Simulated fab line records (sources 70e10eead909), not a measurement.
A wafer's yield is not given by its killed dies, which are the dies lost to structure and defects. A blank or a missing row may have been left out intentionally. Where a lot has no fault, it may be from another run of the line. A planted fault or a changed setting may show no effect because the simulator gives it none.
Matching of chambers    flow nandHarc    NHARC_A_ZERO_WELL_ETCH_13 on rieSi-04 has 4 sister chambers
The step etches the open film in HBr/Cl2, target depth 120 nm, time 40.1 s. 4 wafers are shown with their chamber, then 11 later ones without.

== WAFERS, EACH WITH ITS CHAMBER ==
wafer   chamber  oesProductAu (a.u.)
L085.2  2        1.001
L086.3  3        0.993
L086.4  0        0.991
L088.1  1        1.014

== WAFERS WHOSE CHAMBER IS MISSING ==
wafer   oesProductAu (a.u.)
L088.4  0.992
L088.5  1.010
L091.2  1.002
L091.4  0.995
L091.5  0.999
L094.2  0.996
L094.5  0.997
L094.6  0.988
L095.2  1.006
L095.4  0.995
L095.5  0.997

== WHICH CHAMBER EACH ONE RAN IN ==
wafer    from the rows above            in truth
L088.4   can't be placed: 0 or 3        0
L088.5   can't be placed: 1 or 2        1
L091.2   2                              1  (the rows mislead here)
L091.4   can't be placed: 3 or 0 or 2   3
L091.5   can't be placed: 2 or 3 or 0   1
L094.2   can't be placed: 3 or 2 or 0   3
L094.5   can't be placed: 2 or 3 or 0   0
L094.6   can't be placed: 0 or 3        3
L095.2   can't be placed: 2 or 1        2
L095.4   can't be placed: 3 or 0 or 2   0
L095.5   can't be placed: 2 or 3 or 0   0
0 of 11 placed correctly. Cannot be placed on the basis of these rows: 10; the candidates contain the true chamber in 9. Wrongly placed: 1.
How it was worked out, from the rows above alone: a wafer's distance from a chamber is the root of the sum, over the readings, of the square of ((its reading less the chamber's mean) divided by the reading's scatter). The wafer belongs to the nearest chamber; if the next one is less than 2 further off, it can't be placed. The mean given for a chamber averages the wafers shown for that chamber. The scatter: with one shown wafer a chamber, the root of the mean of the squares of how far each hidden wafer lies from its nearest shown one.
